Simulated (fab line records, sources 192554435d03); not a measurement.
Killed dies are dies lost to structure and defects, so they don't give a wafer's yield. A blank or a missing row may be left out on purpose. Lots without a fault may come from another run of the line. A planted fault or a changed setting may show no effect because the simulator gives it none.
fab line records | flow n5_finfet
record lots=7 wafers=21
route steps=1938 shown BEOL_M10@1476 BEOL_M13@1696 BEOL_M14@1743
start_h: hours from the record's first day to the start of the lot's first wafer shown | wait_h: hours since the lot's step before | " the same as in the row above | L1.1+2: a row that stands for several wafers | - no value, or no start given | * or withheld: withheld | < > ~ a bound
route shown NAME@n: a module of which the file shows steps, and the number in the route of the first | usual: mean/standard deviation of fault-free wafers | same: alike in all rows | chamber/n: place in a boat | sites: the reading at each site | _std_site: their standard deviation | _edge_site: outer sites' mean less inner sites' | radius_mm: how far each site lies from the wafer's centre | mask NAME#n: copy n | behind: the tool/chamber that last shaped the wafer | hold: why the lot was held/for how many hours/how that ended | device: the transistor (n, p or np) that didn't switch | end of line: the same wafers' tests at the end of the route | a step without rows: its recipe alone | killed: dies lost to structure and defects at the first sort, not the wafer's yield | map: a wafer's dies, x killed, . not, _ none there
set.NAME: the setting as run; set.NAME@STEP: as run at that earlier step | model.NAME: the simulator's own value behind a step, which no gauge read
lots whose settings were changed on purpose; a table a step, a row a wafer
## steps
# step N5_BEOL_M10_COAT_60
# recipe resist=SiARC temp_c=220 time_s=60 spin_rpm=1500 resist_thk_nm=30
# columns lot.wafer tool chamber start_h wait_h set.spin_rpm model.SiARC_of_BEOL_M10_COAT_60.thk_nm
L077.2+4 litho_track-04 0 - - 1500 30
L077.6 " 0 " " 1500 30.2
L075.1+3+4 litho_track-03 0 - - 1500 30
L084.1 litho_track-03 0 - - 1500 30
L084.2+3 " 0 " " 1441 30.6
L089.1+5 litho_track-04 0 - - 1552 29.8
L089.6 " 0 " " 1500 30.2
L088.2+3 litho_track-03 0 - - 1500 30
L088.6 " 0 " " 1500 30.2
L092.1 litho_track-03 0 - - 1500 30
L092.2 " 0 " " 1500 29.8
L092.3 " 0 " " 1357 31.6
L091.1+3 litho_track-05 0 - - 1500 30.2
L091.2 " 0 " " 1448 30.6
# step N5_BEOL_M10_COAT_05
# recipe resist=CAR-ArF spin_rpm=1500 resist_thk_nm=90
# step N5_BEOL_M10_EBR_07
# recipe solvent=PGMEA ebr_width_mm=1.5
# step N5_BEOL_M10_DESCUM_16
# recipe chemistry=O2 time_s=7.9 source_power_w=50 bias_power_w=20 pressure_mtorr=20 rf_frequency_hz=2.712e+07 temp_c=40 resist=CAR-ArF o2_flow_sccm=225
# step N5_BEOL_M10_ETCH_61
# recipe chemistry=CF4 target=SiARC target_depth_a=390 mask_material=CAR-ArF time_s=65 ion_energy_ev=80 pressure_mtorr=40 source_w=545 bias_w=36 Ar_flow_sccm=100 cf4_flow_sccm=100 ends=cleared
# usual etch_rf_on_time_s=65.2/0.8
# columns lot.wafer tool chamber start_h wait_h set.spin_rpm@BEOL_M10_COAT_60 etch_rf_on_time_s model.etch.depth_nm model.CAR-ArF_of_BEOL_M10_COAT_05.thk_nm
L077.2 rie_diel-05 0 250.87 0.0 1500 66.3 30.07 55.8
L077.4 " 3 " " 1500 64.7 29.99 55.8
L077.6 " 0 " " 1500 66.3 30.18 55.4
L075.1 rie_diel-01 1 255.25 0.0 1500 64.9 29.94 55.4
L075.3 " 0 " " 1500 64.9 30.02 55.6
L075.4 " 3 " " 1500 63.9 29.99 55.2
L084.1 rie_diel-01 1 336.35 0.0 1500 65.2 30.04 55.2
L084.2 " 2 " " 1441 66.4 30.62 54.6
L084.3 " 0 " " 1441 67.7 30.68 54.6
L089.1 rie_diel-04 0 348.10 0.0 1552 65.9 29.74 55.8
L089.5 " 0 " " 1552 66.1 29.75 56
L089.6 " 3 " " 1500 65.6 30.26 55.4
L088.2 rie_diel-04 3 355.25 0.0 1500 64.7 30.01 55.4
L088.3 " 0 " " 1500 65.0 29.9 56
L088.6 " 1 " " 1500 64.9 30.12 55.6
L092.1 rie_diel-01 3 384.79 0.0 1500 64.6 29.97 55.6
L092.2 " 2 " " 1500 64.2 29.85 55.8
L092.3 " 0 " " 1357 69.3 31.53 54
L091.1 rie_diel-01 2 388.39 0.0 1500 64.8 30.13 55.2
L091.2 " 0 " " 1448 66.7 30.61 55
L091.3 " 3 " " 1500 64.9 30.19 55.2
# step N5_BEOL_M10_ETCH_62
# recipe chemistry=N2/H2 target=SOC target_depth_a=1100 overetch_a=220 mask_material=SiARC temp_c=40 time_s=165 ion_energy_ev=200 pressure_mtorr=30 source_w=840 bias_w=150 n2_flow_sccm=200 h2_flow_sccm=200
# columns lot.wafer tool chamber start_h wait_h set.spin_rpm@BEOL_M10_COAT_60 model.SiARC_of_BEOL_M10_COAT_60.thk_nm
L077.2 rie_diel-05 0 250.92 0.0 1500 23.6
L077.4 " 3 " " 1500 23.4
L077.6 " 0 " " 1500 23.8
L075.1+3 rie_diel-01 1,0 255.30 0.0 1500 23.6
L075.4 " 3 " " 1500 23.4
L084.1 rie_diel-01 1 336.40 0.0 1500 23.6
L084.2 " 2 " " 1441 24
L084.3 " 0 " " 1441 24.2
L089.1 rie_diel-04 0 348.15 0.0 1552 23.4
L089.5 " 0 " " 1552 23.2
L089.6 " 3 " " 1500 23.8
L088.2+3 rie_diel-04 3,0 355.30 0.0 1500 23.4
L088.6 " 1 " " 1500 23.6
L092.1 rie_diel-01 3 384.84 0.0 1500 23.6
L092.2 " 2 " " 1500 23.2
L092.3 " 0 " " 1357 25.2
L091.1 rie_diel-01 2 388.44 0.0 1500 23.6
L091.2 " 0 " " 1448 24.2
L091.3 " 3 " " 1500 23.8
# step N5_BEOL_M13_TRENCH_ETCH_34
# recipe chemistry=C4F8/O2/Ar target=SiOC target_depth_a=4134.7 mask_material=SOC pressure_mtorr=30 source_w=3000 bias_w=700 Ar_flow_sccm=400 C4F8_flow_sccm=15 O2_flow_sccm=8 he_inner_torr=15 he_outer_torr=30 time_s=162.6 ion_energy_ev=250
# columns lot.wafer tool chamber start_h wait_h set.time_s model.etch.depth_nm
L077.2 rie_diel-02 2 272.96 0.0 136 339.9
L077.4 " 1 " " 136 344.7
L077.6 " 1 " " 162.6 411.1
L075.1 rie_diel-03 2 278.69 0.0 193.3 500.1
L075.3 " 0 " " 162.6 413.6
L075.4 " 3 " " 162.6 414.7
L084.1 rie_diel-03 1 358.09 0.0 162.6 413.5
L084.2 " 0 " " 151.5 377.1
L084.3 " 3 " " 151.5 379.2
L089.1 rie_diel-02 2 368.26 0.0 194 493.9
L089.5 " 0 " " 194 497.9
L089.6 " 3 " " 162.6 412.3
L088.2 rie_diel-02 3 377.59 0.0 162.6 404.9
L088.3 " 1 " " 162.6 405.6
L088.6 " 2 " " 162.6 404.1
L092.1 rie_diel-02 2 407.02 0.0 198.4 495.9
L092.2 " 0 " " 162.6 415
L092.3 " 3 " " 198.4 497.4
L091.1 rie_diel-06 0 411.43 0.0 162.6 411.4
L091.2 " 2 " " 162.6 402.7
L091.3 " 1 " " 179.7 462.8
# step N5_BEOL_M13_STRIP_70
# recipe chemistry=C4F8/O2/Ar resist=SiARC rf_frequency_hz=6e+07
# step N5_BEOL_M13_OCD_MEAS_35
# usual trench_depth_nm=412/4.6
# columns lot.wafer tool chamber start_h wait_h set.time_s@BEOL_M13_TRENCH_ETCH_34 trench_depth_nm
L077.2 ocd-02 - 273.14 0.0 136 340
L077.4 " - " " 136 345
L077.6 " - " " 162.6 411
L075.1 ocd-02 - 278.87 0.0 193.3 500
L075.3 " - " " 162.6 414
L075.4 " - " " 162.6 415
L084.1 ocd-02 - 358.26 0.0 162.6 413
L084.2 " - " " 151.5 377
L084.3 " - " " 151.5 379
L089.1 ocd-02 - 368.44 0.0 194 494
L089.5 " - " " 194 498
L089.6 " - " " 162.6 412
L088.2 ocd-02 - 377.77 0.0 162.6 405
L088.3 " - " " 162.6 405
L088.6 " - " " 162.6 404
L092.1 ocd-01 - 407.19 0.0 198.4 495
L092.2 " - " " 162.6 414
L092.3 " - " " 198.4 498
L091.1 ocd-01 - 411.60 0.0 162.6 411
L091.2 " - " " 162.6 403
L091.3 " - " " 179.7 463
# step N5_BEOL_M13_STRIP_37
# recipe chemistry=N2/H2 power_w=1000 temp_c=250 h2_frac=0.65 overash_fraction=0.3 pressure_mtorr=withheld n2_flow_sccm=1750 h2_flow_sccm=3250
# step N5_BEOL_M13_ETCH_38
# recipe chemistry=CF4/N2 target=SiCN target_depth_a=675 taper_deg=2 time_s=71.9 ion_energy_ev=150 mask_material=SiO2 pressure_mtorr=40 source_w=430 bias_w=70 Ar_flow_sccm=100 cf4_flow_sccm=60 n2_flow_sccm=60
# step N5_BEOL_M13_ECD_47
# recipe material=Cu target_thk_a=9360
# step N5_BEOL_M13_ANNEAL_48
# recipe temp_c=225 time_s=90 ambient=N2
# step N5_BEOL_M13_CMP_49
# recipe stop_on=SiOC t_overpolish_s=17.1 down_force_psi=1 platen_rpm=50 clearing_platen_down_force_psi=1.5 clearing_platen_rpm=50 post_cmp_clean=cu_alkaline target_thk_nm=420 clearing_platen_pad_velocity_m_s=0.99484 pad_velocity_m_s=0.99484
# columns lot.wafer tool chamber start_h wait_h set.time_s@BEOL_M13_TRENCH_ETCH_34 model.Cu_of_BEOL_M13_ECD_47.thk_nm
L077.2 cmp-03 2 275.18 0.4 136 347.2
L077.4 " 0 " " 136 350.6
L077.6 " 3 " " 162.6 416.8
L075.3 cmp-01 2 281.14 0.2 162.6 420
L075.1 " 3 " " 193.3 508.2
L075.4 " 0 " " 162.6 422.2
L084.2 cmp-01 3 367.15 0.2 151.5 383.4
L084.3 " 1 " " 151.5 385.6
L084.1 " 2 " " 162.6 418.4
L089.1 cmp-01 3 370.70 0.3 194 499.4
L089.6 " 2 " " 162.6 416
L089.5 " 3 " " 194 502.2
L088.3 cmp-04 2 380.19 0.2 162.6 413.6
L088.2 " 3 " " 162.6 412.2
L088.6 " 2 " " 162.6 411.2
L092.2 cmp-04 1 409.71 0.3 162.6 421.6
L092.3 " 3 " " 198.4 503
L092.1 " 0 " " 198.4 501.6
L091.1 cmp-01 3 414.63 0.3 162.6 417.8
L091.2 " 0 " " 162.6 407.6
L091.3 " 1 " " 179.7 469.4
# step N5_BEOL_M13_THK_MEAS_50
# recipe thk_meas_gauge=xrf reads=Cu_of_BEOL_M13_ECD_47
# usual M13_THK=413/5.8
# columns lot.wafer tool chamber start_h wait_h set.time_s@BEOL_M13_TRENCH_ETCH_34 M13_THK[nm]
L077.2 film_metro-02 - 275.47 - 136 341
L077.4 " - " " 136 343
L077.6 " - " " 162.6 410
L075.1 film_metro-01 - 281.44 - 193.3 501
L075.3 " - " " 162.6 414
L075.4 " - " " 162.6 418
L084.1 film_metro-01 - 367.44 - 162.6 415
L084.2 " - " " 151.5 379
L084.3 " - " " 151.5 382
L089.1 film_metro-01 - 370.95 - 194 491
L089.5 " - " " 194 496
L089.6 " - " " 162.6 410
L088.2 film_metro-01 - 380.48 - 162.6 409
L088.3 " - " " 162.6 413
L088.6 " - " " 162.6 408
L092.1 film_metro-01 - 410.00 - 198.4 493
L092.2 " - " " 162.6 416
L092.3 " - " " 198.4 497
L091.1 film_metro-02 - 414.92 - 162.6 408
L091.2 " - " " 162.6 397
L091.3 " - " " 179.7 461
# step N5_BEOL_M13_PRE_CLEAN_52
# recipe gas=NH3 time_s=15 temp_c=withheld rf_power_w=300
# step N5_BEOL_M13_DEP_53
# recipe material=SiCN target_thk_a=500 temp_c=withheld precursor=3MS/NH3 pressure_torr=3 rf_w=675 time_s=17.8
# step N5_BEOL_M13_RS_MEAS_54
# recipe thk_meas_gauge=four-point-probe reads=Cu_of_BEOL_M13_ECD_47+Ta_of_BEOL_M13_SPUTTER_44+TaN_of_BEOL_M13_SPUTTER_43
# usual M13_RS=0.0450/0.00055
# columns lot.wafer tool chamber start_h wait_h set.time_s@BEOL_M13_TRENCH_ETCH_34 M13_RS[ohm/sq]
L077.2 film_metro-01 - 275.60 0.1 136 0.0547
L077.4 " - " " 136 0.0542
L077.6 " - " " 162.6 0.0452
L075.1 film_metro-01 - 281.57 0.0 193.3 0.0369
L075.3 " - " " 162.6 0.0449
L075.4 " - " " 162.6 0.0447
L084.1 film_metro-02 - 367.57 0.0 162.6 0.0450
L084.2 " - " " 151.5 0.0492
L084.3 " - " " 151.5 0.0490
L089.1 film_metro-02 - 371.08 0.0 194 0.0375
L089.5 " - " " 194 0.0373
L089.6 " - " " 162.6 0.0454
L088.2 film_metro-01 - 380.61 0.1 162.6 0.0458
L088.3 " - " " 162.6 0.0456
L088.6 " - " " 162.6 0.0458
L092.1 film_metro-02 - 410.13 0.0 198.4 0.0374
L092.2 " - " " 162.6 0.0447
L092.3 " - " " 198.4 0.0372
L091.1 film_metro-02 - 415.05 0.0 162.6 0.0451
L091.2 " - " " 162.6 0.0461
L091.3 " - " " 179.7 0.0400
# step N5_BEOL_M14_PEB_26
# recipe peb_temp_c=130 peb_time_s=90
# columns lot.wafer tool chamber start_h wait_h set.peb_temp_c
L077.2 litho_track-02 0 277.06 0.0 127.7
L077.4+6 " 0 " " 130
L075.1+3+4 litho_track-03 0 282.86 0.1 129
L084.1+2+3 litho_track-02 0 369.04 0.1 130
L089.1+5+6 litho_track-03 0 372.53 0.1 130
L088.2+3+6 litho_track-01 0 382.03 0.0 130
L092.1 litho_track-01 0 411.55 0.1 130
L092.2+3 " 0 " " 128.7
L091.1+3 litho_track-02 0 416.40 0.1 130
L091.2 " 0 " " 132.8
# step N5_BEOL_M14_DEVELOP_27
# recipe develop_time_s=45 rinse_liquid=diw dry=air_spin dev_temp_c=21
# step N5_BEOL_M14_HARDBAKE_32
# recipe temp_c=130 time_s=120
# step N5_BEOL_M14_CD_MEAS_28
# recipe target_cd_nm=284.4 landing_energy_ev=500 detector=se_inlens
# usual cd_nm=284.9/1.2
# columns lot.wafer tool chamber start_h wait_h set.peb_temp_c@BEOL_M14_PEB_26 cd_nm
L077.2 cd_sem-01 0 277.17 - 127.7 273.8
L077.4 " 0 " " 130 286.3
L077.6 " 0 " " 130 286.0
L075.1 cd_sem-02 0 282.97 - 129 279.7
L075.3 " 0 " " 129 280.0
L075.4 " 0 " " 129 278.3
L084.1 cd_sem-02 0 369.15 - 130 286.2
L084.2 " 0 " " 130 285.7
L084.3 " 0 " " 130 285.0
L089.1 cd_sem-02 0 372.65 - 130 285.1
L089.5 " 0 " " 130 284.9
L089.6 " 0 " " 130 285.3
L088.2 cd_sem-02 0 382.15 - 130 284.2
L088.3 " 0 " " 130 283.8
L088.6 " 0 " " 130 283.7
L092.1 cd_sem-02 0 411.66 - 130 283.2
L092.2 " 0 " " 128.7 278.4
L092.3 " 0 " " 128.7 276.9
L091.1 cd_sem-02 0 416.51 - 130 286.8
L091.2 " 0 " " 132.8 296.9
L091.3 " 0 " " 130 286.5
# step N5_BEOL_M14_DESCUM_33
# recipe chemistry=O2 time_s=7.9 source_power_w=50 bias_power_w=20 pressure_mtorr=20 rf_frequency_hz=2.712e+07 temp_c=40 o2_flow_sccm=225
# columns lot.wafer tool chamber start_h wait_h set.peb_temp_c@BEOL_M14_PEB_26 model.BEOL_M14.cd_nm
L077.2 rie_diel-04 0 277.26 0.0 127.7 274
L077.4 " 2 " " 130 286.4
L077.6 " 2 " " 130 286.2
L075.1 rie_diel-01 0 283.26 0.2 129 279.2
L075.3 " 2 " " 129 280.4
L075.4 " 1 " " 129 278.4
L084.1+2 rie_diel-05 1,3 369.26 0.1 130 285.8
L084.3 " 0 " " 130 284.8
L089.1 rie_diel-05 1 373.17 0.5 130 284.8
L089.5 " 3 " " 130 285
L089.6 " 1 " " 130 285.2
L088.2+3 rie_diel-04 0,2 382.24 0.0 130 284.2
L088.6 " 0 " " 130 284.4
L092.1 rie_diel-01 3 411.75 0.0 130 283
L092.2 " 0 " " 128.7 277.8
L092.3 " 2 " " 128.7 277.2
L091.1 rie_diel-01 0 417.80 1.2 130 286.6
L091.2 " 3 " " 132.8 296.8
L091.3 " 2 " " 130 286.8
# step N5_BEOL_M14_ETCH_68
# recipe chemistry=N2/H2 target=SOC mask_material=SiARC source_w=3000 bias_w=350 temp_c=40 time_s=450 ion_energy_ev=200 pressure_mtorr=30 n2_flow_sccm=200 h2_flow_sccm=200
# columns lot.wafer tool chamber start_h wait_h set.time_s set.peb_temp_c@BEOL_M14_PEB_26 model.BEOL_M14.cd_nm model.SiARC_of_BEOL_M14_COAT_66.thk_nm
L077.2 rie_diel-04 0 277.44 0.1 450 127.7 268.8 66
L077.4 " 2 " " 375.5 130 279.8 74
L077.6 " 2 " " 450 130 278.4 66.8
L075.1 rie_diel-01 0 283.45 0.1 396.9 129 273 70.8
L075.3 " 2 " " 396.9 129 274.2 70.4
L075.4 " 1 " " 450 129 274.4 65.6
L084.1 rie_diel-05 1 369.44 0.1 375.9 130 281.2 72.8
L084.2 " 3 " " 450 130 282 65.4
L084.3 " 0 " " 375.9 130 279.6 72.6
L089.1 rie_diel-05 1 373.35 0.1 450 130 280.8 65.8
L089.5 " 3 " " 450 130 279.2 65.8
L089.6 " 1 " " 406.5 130 281.2 70.4
L088.2 rie_diel-04 0 382.42 0.1 450 130 279.8 65
L088.3 " 2 " " 450 130 279.8 66.2
L088.6 " 0 " " 450 130 279.8 65.2
L092.1 rie_diel-01 3 411.93 0.1 490.8 130 279.2 62.2
L092.2 " 0 " " 450 128.7 271.8 65.6
L092.3 " 2 " " 490.8 128.7 270.6 60.2
L091.1 rie_diel-01 0 417.98 0.1 399.8 130 281 70.2
L091.2 " 3 " " 450 132.8 290.4 65.6
L091.3 " 2 " " 450 130 280.4 64.2
# step N5_BEOL_M14_STRIP_69
# recipe chemistry=N2/H2 temp_c=40 n2_flow_sccm=200 h2_flow_sccm=200 rf_frequency_hz=6e+07
# step N5_BEOL_M14_TRENCH_ETCH_34
# recipe chemistry=C4F8/O2/Ar target=SiO2 target_depth_a=5566.5 mask_material=SOC he_inner_torr=15 he_outer_torr=30 time_s=126.9 ion_energy_ev=800 pressure_mtorr=20 source_w=1905 bias_w=2040 Ar_flow_sccm=400 C4F8_flow_sccm=16 O2_flow_sccm=12
# columns lot.wafer tool chamber start_h wait_h set.peb_temp_c@BEOL_M14_PEB_26 model.BEOL_M14.cd_nm
L077.2 rie_diel-04 0 277.72 0.0 127.7 269
L077.4 " 2 " " 130 279.8
L077.6 " 2 " " 130 278.2
L075.1 rie_diel-01 0 283.72 0.0 129 273
L075.3 " 2 " " 129 273.8
L075.4 " 1 " " 129 274.4
L084.1 rie_diel-05 1 369.72 0.0 130 281.4
L084.2 " 3 " " 130 282.2
L084.3 " 0 " " 130 279.4
L089.1 rie_diel-05 1 373.62 0.0 130 280.8
L089.5 " 3 " " 130 279
L089.6 " 1 " " 130 281.2
L088.2+3+6 rie_diel-04 0,2,0 382.69 0.0 130 279.8
L092.1 rie_diel-01 3 412.21 0.0 130 279.4
L092.2 " 0 " " 128.7 272
L092.3 " 2 " " 128.7 270.8
L091.1 rie_diel-01 0 418.25 0.0 130 280.8
L091.2 " 3 " " 132.8 290.4
L091.3 " 2 " " 130 280.4
## key
split step=N5_BEOL_M10_COAT_60 setting=spin_rpm stated=1500 by=wafer
response step=N5_BEOL_M10_COAT_60 reading=model.SiARC_of_BEOL_M10_COAT_60.thk_nm change=-0.164 per=1% r=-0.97
response step=N5_BEOL_M10_ETCH_61 reading=etch_rf_on_time_s change=* per=1% r=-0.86
response step=N5_BEOL_M10_ETCH_61 reading=model.etch.depth_nm change=-0.162 per=1% r=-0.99
response step=N5_BEOL_M10_ETCH_61 reading=model.CAR-ArF_of_BEOL_M10_COAT_05.thk_nm change=+0.161 per=1% r=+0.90
response step=N5_BEOL_M10_ETCH_62 reading=model.SiARC_of_BEOL_M10_COAT_60.thk_nm change=-0.173 per=1% r=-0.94
split step=N5_BEOL_M13_TRENCH_ETCH_34 setting=time_s stated=162.6 by=wafer
response step=N5_BEOL_M13_TRENCH_ETCH_34 reading=model.etch.depth_nm change=+4.26 per=1% r=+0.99
response step=N5_BEOL_M13_OCD_MEAS_35 reading=trench_depth_nm change=+4.27 per=1% r=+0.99
response step=N5_BEOL_M13_CMP_49 reading=model.Cu_of_BEOL_M13_ECD_47.thk_nm change=+4.27 per=1% r=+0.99
response step=N5_BEOL_M13_THK_MEAS_50 reading=M13_THK change=+4.22 per=1% r=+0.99
response step=N5_BEOL_M13_RS_MEAS_54 reading=M13_RS change=-0.00043 per=1% r=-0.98
split step=N5_BEOL_M14_PEB_26 setting=peb_temp_c stated=130 by=wafer
response step=N5_BEOL_M14_CD_MEAS_28 reading=cd_nm change=+5.64 per=1% r=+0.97
response step=N5_BEOL_M14_DESCUM_33 reading=model.BEOL_M14.cd_nm change=+5.59 per=1% r=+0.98
response step=N5_BEOL_M14_ETCH_68 reading=model.BEOL_M14.cd_nm change=+5.37 per=1% r=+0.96
response step=N5_BEOL_M14_TRENCH_ETCH_34 reading=model.BEOL_M14.cd_nm change=+5.34 per=1% r=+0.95
split step=N5_BEOL_M14_ETCH_68 setting=time_s stated=450 by=wafer
response step=N5_BEOL_M14_ETCH_68 reading=model.SiARC_of_BEOL_M14_COAT_66.thk_nm change=-0.456 per=1% r=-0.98
